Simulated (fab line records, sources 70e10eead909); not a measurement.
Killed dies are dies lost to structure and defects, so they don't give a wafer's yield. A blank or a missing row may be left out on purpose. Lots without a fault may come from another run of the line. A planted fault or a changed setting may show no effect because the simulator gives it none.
fab line records | flow nand_harc | part 1 of 2: steps 1 to 31 of 40
record lots=5 wafers=15 last_day=33
route steps=1302 shown P_ZERO_WELL@28
lots that met no fault: from a run of the same line without faults
start_h: hours from the record's first day to the start of the lot's first wafer shown | wait_h: hours since the lot's step before | " the same as in the row above | L1.1+2: a row that stands for several wafers | - no value, or no start given | * or withheld: withheld | < > ~ a bound
route shown NAME@n: a module of which the file shows steps, and the number in the route of the first | usual: mean/standard deviation of fault-free wafers | same: alike in all rows | chamber/n: place in a boat | sites: the reading at each site | _std_site: their standard deviation | _edge_site: outer sites' mean less inner sites' | radius_mm: how far each site lies from the wafer's centre | mask NAME#n: copy n | behind: the tool/chamber that last shaped the wafer | hold: why the lot was held/for how many hours/how that ended | device: the transistor (n, p or np) that didn't switch | end of line: the same wafers' tests at the end of the route | a step without rows: its recipe alone | killed: dies lost to structure and defects at the first sort, not the wafer's yield | map: a wafer's dies, x killed, . not, _ none there
set.NAME: the setting as run; set.NAME@STEP: as run at that earlier step | model.NAME: the simulator's own value behind a step, which no gauge read
lots at some steps of the route; a table a step, a row a wafer
services: from which hour (start_h, from the record's first day; less than 0 if before it) a tool's chamber was out of use, for how many hours, and why
## steps
# step NHARC_P_ZERO_WELL_DEVELOP_23
# recipe time_s=70
# columns lot.wafer tool chamber start_h wait_h
L082.1+3+4 litho_track-07 0 - -
L083.1+3+5 litho_track-03 0 - -
L087.1+5+6 litho_track-03 0 - -
L094.1+4+6 litho_track-05 0 - -
L096.1+4+5 litho_track-07 0 - -
# step NHARC_P_ZERO_WELL_CD_MEAS_24
# recipe target_cd_nm=720 landing_energy_ev=500
# usual cd_nm=720.6/1.1
# columns lot.wafer tool chamber start_h wait_h cd_nm
L082.1 cd_sem-02 0 102.72 - 719.9
L082.3 " 0 " " 720.5
L082.4 " 0 " " 721.1
L083.1 cd_sem-03 0 112.62 - 720.5
L083.3 " 0 " " 719.0
L083.5 " 0 " " 720.8
L087.1 cd_sem-02 0 152.45 - 719.5
L087.5 " 0 " " 719.5
L087.6 " 0 " " 721.1
L094.1 cd_sem-01 0 223.42 - 718.0
L094.4 " 0 " " 718.2
L094.6 " 0 " " 718.1
L096.1 cd_sem-03 0 242.48 - 720.8
L096.4 " 0 " " 721.5
L096.5 " 0 " " 720.7
# step NHARC_P_ZERO_WELL_HARDBAKE_25
# recipe temp_c=125 time_s=80
# usual plate_temp_C=125.00/0.13
# columns lot.wafer tool chamber start_h wait_h plate_temp_C
L082.1 litho_track-05 0 102.80 - 125.12
L082.3 " 0 " " 124.80
L082.4 " 0 " " 125.18
L083.1 litho_track-07 0 112.70 - 124.96
L083.3 " 0 " " 124.91
L083.5 " 0 " " 125.08
L087.1 litho_track-05 0 152.53 - 125.09
L087.5 " 0 " " 125.14
L087.6 " 0 " " 124.97
L094.1 litho_track-03 0 223.50 - 124.98
L094.4 " 0 " " 124.92
L094.6 " 0 " " 124.88
L096.1 litho_track-05 0 242.56 - 125.15
L096.4 " 0 " " 124.93
L096.5 " 0 " " 124.96
# step NHARC_P_ZERO_WELL_DESCUM_26
# recipe time_s=3 o2_flow_sccm=200 ar_flow_sccm=0 bias_power_w=0 chemistry=O2
# usual drypump_motor_current_A=5.7/0.43 oes_product_au=0.999/0.0073 rf_vpp_V=57.7/0.94 showerhead_plenum_p_Torr=1.87/0.048 throttle_valve_pct=11.311/0.0092
# columns lot.wafer tool chamber start_h wait_h drypump_motor_current_A oes_product_au rf_hours_counter_h rf_vpp_V showerhead_plenum_p_Torr throttle_valve_pct
L082.3 rie_diel-12 1 102.90 - 5.2 0.999 1 58.8 1.90 11.301
L082.1 " 3 " " 5.7 1.001 1 57.7 1.87 11.322
L082.4 " 0 " " 6.6 1.002 1 58.5 1.84 11.322
L083.1 rie_diel-07 2 112.78 - 5.4 1.002 53 57.6 1.85 11.325
L083.3 " 3 " " 5.5 0.997 48 58.4 1.94 11.322
L083.5 " 3 " " 5.4 0.999 - 56.5 1.94 11.326
L087.1 rie_diel-07 1 152.63 - 5.7 0.997 7 56.8 1.88 11.318
L087.5 " 3 " " 5.5 1.000 - 57.3 1.93 11.305
L087.6 " 0 " " 5.4 1.004 - 58.4 1.79 11.326
L094.1 rie_diel-07 0 223.58 - 5.5 1.002 30 58.1 1.78 11.328
L094.4 " 1 " " 5.7 1.015 28 55.8 1.88 11.302
L094.6 " 1 " " 5.7 1.000 - 59.4 1.88 11.305
L096.1 rie_diel-12 1 242.64 - 5.1 1.004 47 58.4 1.89 11.311
L096.4 " 1 " " 5.2 1.002 - 57.7 1.89 11.304
L096.5 " 3 " " 5.8 1.005 - 55.5 1.86 11.312
# step NHARC_P_ZERO_WELL_IMPLANT_27
# recipe energy_kev=600 dose_cm2=1e+13 tilt_deg=7
# usual faraday_current_uA=127.2/2.7
# columns lot.wafer tool chamber start_h wait_h faraday_current_uA
L082.1 implanter-01 0 103.05 0.1 126.2
L082.3 " 0 " " 126.3
L082.4 " 0 " " 129.3
L083.1 implanter-01 0 112.96 0.2 126.2
L083.3 " 0 " " 124.2
L083.5 " 0 " " 125.7
L087.1 implanter-01 0 152.75 0.1 126.1
L087.5 " 0 " " 126.6
L087.6 " 0 " " 124.2
L094.1 implanter-01 0 223.73 0.1 125.9
L094.4 " 0 " " 126.3
L094.6 " 0 " " 128.6
L096.1 implanter-01 0 242.81 0.2 131.0
L096.4 " 0 " " 127.0
L096.5 " 0 " " 127.2
# step NHARC_P_ZERO_WELL_IMPLANT_57
# recipe energy_kev=250 dose_cm2=4e+12 tilt_deg=7
# usual faraday_current_uA=50.7/1
# columns lot.wafer tool chamber start_h wait_h faraday_current_uA
L082.1 implanter-01 0 103.23 0.2 50.2
L082.3 " 0 " " 50.1
L082.4 " 0 " " 50.9
L083.1 implanter-01 0 113.13 0.1 49.5
L083.3 " 0 " " 52.0
L083.5 " 0 " " 51.1
L087.1 implanter-01 0 152.93 0.2 50.2
L087.5 " 0 " " 50.7
L087.6 " 0 " " 50.1
L094.1 implanter-01 0 223.91 0.1 49.8
L094.4 " 0 " " 52.4
L094.6 " 0 " " 49.6
L096.1 implanter-01 0 242.99 0.1 50.7
L096.4 " 0 " " 48.7
L096.5 " 0 " " 50.4
# step NHARC_P_ZERO_WELL_IMPLANT_58
# recipe energy_kev=100 dose_cm2=2e+12 tilt_deg=7
# usual faraday_current_uA=25.4/0.54
# columns lot.wafer tool chamber start_h wait_h faraday_current_uA
L082.1 implanter-01 0 103.41 0.2 25.9
L082.3 " 0 " " 25.2
L082.4 " 0 " " 24.9
L083.1 implanter-01 0 113.32 0.2 25.0
L083.3 " 0 " " 25.6
L083.5 " 0 " " 26.1
L087.1 implanter-01 0 153.11 0.1 24.6
L087.5 " 0 " " 24.7
L087.6 " 0 " " 25.0
L094.1 implanter-01 0 224.08 0.1 25.8
L094.4 " 0 " " 25.7
L094.6 " 0 " " 25.7
L096.1 implanter-01 0 243.18 0.2 25.4
L096.4 " 0 " " 24.9
L096.5 " 0 " " 25.8
# step NHARC_P_ZERO_WELL_STRIP_28
# recipe time_s=840 temp_c=130 chemistry=SPM
# usual temp_c=129.99/0.13
# columns lot.wafer tool chamber start_h wait_h temp_c
L082.3 wet_bench-04 4 103.63 0.1 130.07
L082.4 " 5 " " 130.10
L082.1 " 0 " " 129.96
L083.5 wet_bench-05 1 113.53 0.1 130.22
L083.3 " 5 " " 130.13
L083.1 " 6 " " 130.00
L087.1 wet_bench-05 3 153.36 0.2 130.13
L087.5 " 4 " " 129.84
L087.6 " 5 " " 129.98
L094.4 wet_bench-04 1 224.30 0.1 129.83
L094.1 " 3 " " 130.00
L094.6 " 6 " " 130.07
L096.1 wet_bench-04 3 243.40 0.2 129.87
L096.5 " 4 " " 130.05
L096.4 " 6 " " 130.19
# step NHARC_P_ZERO_WELL_DEHYDRATE_29
# recipe temp_c=150 time_s=120
# usual plate_temp_C=149.99/0.13
# columns lot.wafer tool chamber start_h wait_h plate_temp_C
L082.1 litho_track-05 0 103.96 - 149.92
L082.3 " 0 " " 150.00
L082.4 " 0 " " 150.09
L083.1 litho_track-05 0 113.86 - 149.87
L083.3 " 0 " " 149.94
L083.5 " 0 " " 150.18
L087.1 litho_track-07 0 153.68 - 149.85
L087.5 " 0 " " 149.79
L087.6 " 0 " " 149.91
L094.1 litho_track-07 0 224.63 - 150.05
L094.4 " 0 " " 150.04
L094.6 " 0 " " 150.08
L096.1 litho_track-07 0 243.72 - 150.11
L096.4 " 0 " " 149.92
L096.5 " 0 " " 149.91
# step NHARC_P_ZERO_WELL_HMDS_30
# recipe time_s=30
# columns lot.wafer tool chamber start_h wait_h
L082.1+3+4 litho_track-05 0 - -
L083.1+3+5 litho_track-05 0 - -
L087.1+5+6 litho_track-07 0 - -
L094.1+4+6 litho_track-07 0 - -
L096.1+4+5 litho_track-07 0 - -
# step NHARC_P_ZERO_WELL_COAT_31
# recipe spin_rpm=withheld
# columns lot.wafer tool chamber start_h wait_h
L082.1+3+4 litho_track-05 0 - -
L083.1+3+5 litho_track-05 0 - -
L087.1+5+6 litho_track-07 0 - -
L094.1+4+6 litho_track-07 0 - -
L096.1+4+5 litho_track-07 0 - -
# step NHARC_P_ZERO_WELL_SOFTBAKE_32
# recipe temp_c=122 time_s=95
# usual plate_temp_C=122.00/0.13
# columns lot.wafer tool chamber start_h wait_h plate_temp_C
L082.1 litho_track-05 0 - - 121.86
L082.3 " 0 " " 121.89
L082.4 " 0 " " 122.10
L083.1 litho_track-05 0 - - 121.90
L083.3 " 0 " " 121.93
L083.5 " 0 " " 121.89
L087.1 litho_track-07 0 - - 122.03
L087.5 " 0 " " 121.97
L087.6 " 0 " " 122.26
L094.1 litho_track-07 0 - - 122.09
L094.4 " 0 " " 121.92
L094.6 " 0 " " 121.95
L096.1 litho_track-07 0 - - 122.10
L096.4 " 0 " " 122.26
L096.5 " 0 " " 121.88
# step NHARC_P_ZERO_WELL_EBR_33
# columns lot.wafer tool chamber start_h wait_h
L082.1+3+4 litho_track-05 0 - -
L083.1+3+5 litho_track-05 0 - -
L087.1+5+6 litho_track-07 0 - -
L094.1+4+6 litho_track-07 0 - -
L096.1+4+5 litho_track-07 0 - -
# step NHARC_P_ZERO_WELL_EXPOSE_34
# recipe na=0.6 target_cd_nm=720 dose_mj=22.31 mask_id=P_PWELL
# columns lot.wafer tool chamber start_h wait_h mask
L082.1+3+4 krf_scanner-03 0 104.10 - P_PWELL#0
L083.1+3+5 krf_scanner-02 0 114.13 - P_PWELL#0
L087.1+5+6 krf_scanner-04 0 153.95 - P_PWELL#0
L094.1+4+6 krf_scanner-04 0 224.78 - P_PWELL#0
L096.1+4+5 krf_scanner-02 0 243.99 - P_PWELL#0
# step NHARC_P_ZERO_WELL_PEB_35
# recipe peb_temp_c=118 peb_time_s=85
# usual plate_temp_C=117.97/0.13
# columns lot.wafer tool chamber start_h wait_h plate_temp_C
L082.1 litho_track-07 0 104.17 0.1 117.86
L082.3 " 0 " " 117.74
L082.4 " 0 " " 117.90
L083.1 litho_track-05 0 114.20 0.1 118.15
L083.3 " 0 " " 118.09
L083.5 " 0 " " 118.22
L087.1 litho_track-07 0 154.01 0.1 117.83
L087.5 " 0 " " 117.90
L087.6 " 0 " " 117.72
L094.1 litho_track-05 0 224.84 0.1 117.99
L094.4 " 0 " " 118.01
L094.6 " 0 " " 118.06
L096.1 litho_track-05 0 244.06 0.1 117.91
L096.4 " 0 " " 118.00
L096.5 " 0 " " 117.86
# step NHARC_P_ZERO_WELL_DEVELOP_36
# recipe time_s=70
# columns lot.wafer tool chamber start_h wait_h
L082.1+3+4 litho_track-07 0 - -
L083.1+3+5 litho_track-05 0 - -
L087.1+5+6 litho_track-07 0 - -
L094.1+4+6 litho_track-05 0 - -
L096.1+4+5 litho_track-05 0 - -
# step NHARC_P_ZERO_WELL_CD_MEAS_37
# recipe target_cd_nm=720 landing_energy_ev=500
# usual cd_nm=719.7/1.4
# columns lot.wafer tool chamber start_h wait_h cd_nm
L082.1 cd_sem-03 0 104.26 - 719.7
L082.3 " 0 " " 720.3
L082.4 " 0 " " 719.9
L083.1 cd_sem-02 0 114.29 - 720.9
L083.3 " 0 " " 720.3
L083.5 " 0 " " 720.6
L087.1 cd_sem-01 0 154.10 - 716.2
L087.5 " 0 " " 718.1
L087.6 " 0 " " 716.9
L094.1 cd_sem-01 0 224.93 - 717.5
L094.4 " 0 " " 719.1
L094.6 " 0 " " 718.5
L096.1 cd_sem-01 0 244.16 - 718.0
L096.4 " 0 " " 718.5
L096.5 " 0 " " 717.8
# step NHARC_P_ZERO_WELL_HARDBAKE_38
# recipe temp_c=125 time_s=80
# usual plate_temp_C=125.01/0.13
# columns lot.wafer tool chamber start_h wait_h plate_temp_C
L082.1 litho_track-07 0 104.34 - 124.89
L082.3 " 0 " " 125.07
L082.4 " 0 " " 124.84
L083.1 litho_track-07 0 114.37 - 125.15
L083.3 " 0 " " 125.02
L083.5 " 0 " " 125.13
L087.1 litho_track-07 0 154.18 - 124.99
L087.5 " 0 " " 124.92
L087.6 " 0 " " 125.07
L094.1 litho_track-07 0 225.01 - 125.13
L094.4 " 0 " " 125.04
L094.6 " 0 " " 124.97
L096.1 litho_track-07 0 244.24 - 125.11
L096.4 " 0 " " 125.10
L096.5 " 0 " " 124.90
# step NHARC_P_ZERO_WELL_DESCUM_39
# recipe time_s=3 o2_flow_sccm=200 ar_flow_sccm=0 bias_power_w=0 chemistry=O2
# usual drypump_motor_current_A=5.8/0.38 oes_product_au=0.998/0.0073 rf_vpp_V=57.5/0.83 showerhead_plenum_p_Torr=1.86/0.056 throttle_valve_pct=11.311/0.0099
# columns lot.wafer tool chamber start_h wait_h drypump_motor_current_A oes_product_au rf_hours_counter_h rf_vpp_V showerhead_plenum_p_Torr throttle_valve_pct
L082.1 rie_diel-12 1 104.42 - 5.2 1.000 1 57.5 1.90 11.325
L082.4 " 2 " " 6.1 0.995 1 56.7 1.84 11.313
L082.3 " 3 " " 5.8 0.994 1 57.6 1.87 11.292
L083.1 rie_diel-04 1 114.45 - 5.7 0.985 12 56.5 1.79 11.334
L083.3 " 3 " " 6.3 0.990 34 58.4 1.93 11.306
L083.5 " 2 " " 5.7 1.016 - 57.7 1.94 11.315
L087.1 rie_diel-04 3 154.30 - 6.3 1.001 51 58.3 1.92 11.333
L087.5 " 0 " " 5.6 1.014 - 58.2 1.80 11.304
L087.6 " 1 " " 5.7 1.015 - 58.9 1.78 11.297
L094.4 rie_diel-04 3 227.45 - 6.3 0.991 16 58.7 1.91 11.317
L094.1 " 0 " " 5.6 1.007 14 57.9 1.79 11.314
L094.6 " 3 " " 6.3 0.995 - 58.2 1.91 11.304
L096.4 rie_diel-07 1 244.33 - 5.7 1.005 38 58.1 1.88 11.299
L096.1 " 2 " " 5.4 1.000 38 57.3 1.83 11.310
L096.5 " 1 " " 5.7 1.004 - 60.4 1.88 11.307
# step NHARC_P_ZERO_WELL_IMPLANT_40
# recipe energy_kev=300 dose_cm2=1e+13 tilt_deg=7
# usual faraday_current_uA=126.8/2.3
# columns lot.wafer tool chamber start_h wait_h faraday_current_uA
L082.1 implanter-02 0 104.56 0.1 126.1
L082.3 " 0 " " 131.0
L082.4 " 0 " " 128.6
L083.1 implanter-01 0 114.67 0.2 125.1
L083.3 " 0 " " 128.5
L083.5 " 0 " " 124.3
L087.1 implanter-01 0 154.44 0.1 125.0
L087.5 " 0 " " 124.5
L087.6 " 0 " " 125.7
L094.1 implanter-02 0 227.60 0.1 126.1
L094.4 " 0 " " 131.9
L094.6 " 0 " " 127.2
L096.1 implanter-01 0 244.46 0.1 126.2
L096.4 " 0 " " 127.9
L096.5 " 0 " " 128.8
# step NHARC_P_ZERO_WELL_IMPLANT_59
# recipe energy_kev=120 dose_cm2=5e+12 tilt_deg=7
# usual faraday_current_uA=63.4/1.2
# columns lot.wafer tool chamber start_h wait_h faraday_current_uA
L082.1 implanter-02 0 104.75 0.2 64.6
L082.3 " 0 " " 61.0
L082.4 " 0 " " 64.0
L083.1 implanter-01 0 114.85 0.2 61.9
L083.3 " 0 " " 63.0
L083.5 " 0 " " 62.7
L087.1 implanter-01 0 154.62 0.2 64.7
L087.5 " 0 " " 63.4
L087.6 " 0 " " 65.1
L094.1 implanter-02 0 227.78 0.2 63.5
L094.4 " 0 " " 64.1
L094.6 " 0 " " 63.6
L096.1 implanter-01 0 244.65 0.2 62.9
L096.4 " 0 " " 63.2
L096.5 " 0 " " 65.0
# step NHARC_P_ZERO_WELL_IMPLANT_60
# recipe energy_kev=30 dose_cm2=2e+12 tilt_deg=7
# usual faraday_current_uA=25.4/0.53
# columns lot.wafer tool chamber start_h wait_h faraday_current_uA
L082.1 implanter-02 0 104.93 0.2 25.1
L082.3 " 0 " " 25.3
L082.4 " 0 " " 24.7
L083.1 implanter-01 0 115.03 0.1 25.7
L083.3 " 0 " " 24.9
L083.5 " 0 " " 24.9
L087.1 implanter-01 0 154.80 0.2 24.5
L087.5 " 0 " " 24.8
L087.6 " 0 " " 25.8
L094.1 implanter-02 0 227.96 0.1 25.3
L094.4 " 0 " " 25.6
L094.6 " 0 " " 24.9
L096.1 implanter-01 0 244.83 0.2 25.1
L096.4 " 0 " " 24.7
L096.5 " 0 " " 25.5
# step NHARC_P_ZERO_WELL_STRIP_41
# recipe time_s=840 temp_c=130 chemistry=SPM
# usual temp_c=130.01/0.15
# columns lot.wafer tool chamber start_h wait_h temp_c
L082.1 wet_bench-05 7 105.17 0.2 129.99
L082.3 " 3 " " 130.17
L082.4 " 4 " " 129.89
L083.1 wet_bench-04 5 115.27 0.2 130.28
L083.3 " 6 " " 130.23
L083.5 " 7 " " 130.00
L087.1 wet_bench-02 7 155.02 0.2 129.88
L087.5 " 0 " " 129.92
L087.6 " 2 " " 130.13
L094.6 wet_bench-02 1 228.23 0.1 130.20
L094.1 " 2 " " 129.76
L094.4 " 3 " " 130.26
L096.5 wet_bench-05 7 245.04 0.1 130.09
L096.1 " 1 " " 129.91
L096.4 " 4 " " 130.00
# step NHARC_P_ZERO_WELL_DEHYDRATE_44
# recipe temp_c=150 time_s=120
# usual plate_temp_C=150.01/0.13
# columns lot.wafer tool chamber start_h wait_h plate_temp_C
L082.1 litho_track-07 0 105.56 - 149.97
L082.3 " 0 " " 149.81
L082.4 " 0 " " 149.93
L083.1 litho_track-07 0 115.58 - 150.15
L083.3 " 0 " " 149.95
L083.5 " 0 " " 149.89
L087.1 litho_track-05 0 155.35 - 149.91
L087.5 " 0 " " 149.80
L087.6 " 0 " " 149.94
L094.1 litho_track-03 0 228.53 - 150.21
L094.4 " 0 " " 150.22
L094.6 " 0 " " 150.19
L096.1 litho_track-03 0 245.42 - 149.85
L096.4 " 0 " " 149.89
L096.5 " 0 " " 149.85
# step NHARC_P_ZERO_WELL_HMDS_45
# recipe time_s=30
# columns lot.wafer tool chamber start_h wait_h
L082.1+3+4 litho_track-07 0 - -
L083.1+3+5 litho_track-07 0 - -
L087.1+5+6 litho_track-05 0 - -
L094.1+4+6 litho_track-03 0 - -
L096.1+4+5 litho_track-03 0 - -
# step NHARC_P_ZERO_WELL_COAT_46
# recipe spin_rpm=withheld
# columns lot.wafer tool chamber start_h wait_h
L082.1+3+4 litho_track-07 0 - -
L083.1+3+5 litho_track-07 0 - -
L087.1+5+6 litho_track-05 0 - -
L094.1+4+6 litho_track-03 0 - -
L096.1+4+5 litho_track-03 0 - -
# step NHARC_P_ZERO_WELL_SOFTBAKE_47
# recipe temp_c=122 time_s=95
# usual plate_temp_C=122.00/0.13
# columns lot.wafer tool chamber start_h wait_h plate_temp_C
L082.1 litho_track-07 0 - - 121.78
L082.3 " 0 " " 121.97
L082.4 " 0 " " 121.86
L083.1 litho_track-07 0 - - 121.96
L083.3 " 0 " " 122.02
L083.5 " 0 " " 121.87
L087.1 litho_track-05 0 - - 122.19
L087.5 " 0 " " 121.94
L087.6 " 0 " " 121.96
L094.1 litho_track-03 0 - - 122.05
L094.4 " 0 " " 121.96
L094.6 " 0 " " 121.99
L096.1 litho_track-03 0 - - 122.04
L096.4 " 0 " " 122.31
L096.5 " 0 " " 122.25
# step NHARC_P_ZERO_WELL_EBR_48
# columns lot.wafer tool chamber start_h wait_h
L082.1+3+4 litho_track-07 0 - -
L083.1+3+5 litho_track-07 0 - -
L087.1+5+6 litho_track-05 0 - -
L094.1+4+6 litho_track-03 0 - -
L096.1+4+5 litho_track-03 0 - -
# step NHARC_P_ZERO_WELL_EXPOSE_49
# recipe na=0.6 target_cd_nm=2000 dose_mj=22.64 mask_id=P_HVPW
# columns lot.wafer tool chamber start_h wait_h mask
L082.1+3+4 krf_scanner-04 0 105.83 - P_HVPW#0
L083.1+3+5 krf_scanner-04 0 115.73 - P_HVPW#0
L087.1+5+6 krf_scanner-03 0 155.62 - P_HVPW#0
L094.1+4+6 krf_scanner-03 0 228.80 - P_HVPW#0
L096.1+4+5 krf_scanner-04 0 245.69 - P_HVPW#0
# step NHARC_P_ZERO_WELL_PEB_50
# recipe peb_temp_c=118 peb_time_s=85
# usual plate_temp_C=118.03/0.14
# columns lot.wafer tool chamber start_h wait_h plate_temp_C
L082.1 litho_track-05 0 105.90 0.1 118.17
L082.3 " 0 " " 117.99
L082.4 " 0 " " 118.01
L083.1 litho_track-03 0 115.79 0.1 117.93
L083.3 " 0 " " 117.93
L083.5 " 0 " " 118.07
L087.1 litho_track-03 0 155.68 0.1 118.07
L087.5 " 0 " " 117.94
L087.6 " 0 " " 118.19
L094.1 litho_track-03 0 228.87 0.1 118.36
L094.4 " 0 " " 118.21
L094.6 " 0 " " 117.94
L096.1 litho_track-07 0 245.75 0.1 118.20
L096.4 " 0 " " 117.97
L096.5 " 0 " " 117.99
# step NHARC_P_ZERO_WELL_DEVELOP_51
# recipe time_s=70
# columns lot.wafer tool chamber start_h wait_h
L082.1+3+4 litho_track-05 0 - -
L083.1+3+5 litho_track-03 0 - -
L087.1+5+6 litho_track-03 0 - -
L094.1+4+6 litho_track-03 0 - -
L096.1+4+5 litho_track-07 0 - -
